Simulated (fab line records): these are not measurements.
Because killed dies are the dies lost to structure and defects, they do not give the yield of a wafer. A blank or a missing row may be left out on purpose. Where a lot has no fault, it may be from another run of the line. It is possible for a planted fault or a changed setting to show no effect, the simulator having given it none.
Matching of chambers	flow nand_harc	NHARC_A_STAIRCASE_CMP_450 on cmp-01 has 4 sister chambers
The step polishes SiO2, target thk 200 nm. 8 wafers are shown with their chamber, then 8 later ones without.

== WAFERS WITH THEIR CHAMBER ==
wafer	chamber	motor_current_A (A)
L545.6	0	11.7
L549.4	0	12.4
L551.2	3	12.1
L551.4	2	13.4
L552.3	1	13.8
L552.4	3	13.2
L552.6	2	12.6
L558.1	1	13.3

== WAFERS WHOSE CHAMBER IS MISSING ==
wafer	motor_current_A (A)
L558.4	12.8
L558.6	11.9
L563.1	14.1
L563.2	13.2
L563.5	12.3
L567.1	11.7
L567.5	13.5
L567.6	13.0

== THE CHAMBER EACH PASSED THROUGH ==
wafer	from the rows above	in truth
L558.4	can't be placed: 3 or 2 or 0 or 1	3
L558.6	can't be placed: 0 or 3 or 2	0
L563.1	can't be placed: 1 or 2 or 3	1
L563.2	can't be placed: 2 or 1 or 3 or 0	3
L563.5	can't be placed: 0 or 3 or 2 or 1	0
L567.1	can't be placed: 0 or 3 or 2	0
L567.5	can't be placed: 1 or 2 or 3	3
L567.6	can't be placed: 2 or 3 or 1 or 0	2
Correctly placed: 0 of 8. Unplaceable from these rows: 8, with the true chamber sitting among the candidates in 8. 0 placed wrongly.
How it was worked out, from the rows above alone: a wafer's distance from a chamber is the root of the sum, over the readings, of the square of ((its reading less the chamber's mean) divided by the reading's scatter). If the next closest chamber is less than 2 further off than the closest, the wafer can't be placed; otherwise it belongs to the closest. The mean given for a chamber averages the wafers shown for that chamber. How the scatter is found: for the shown wafers, subtract from each reading the mean of its chamber, square and add these, divide the total by (wafers less chambers), then take the root.
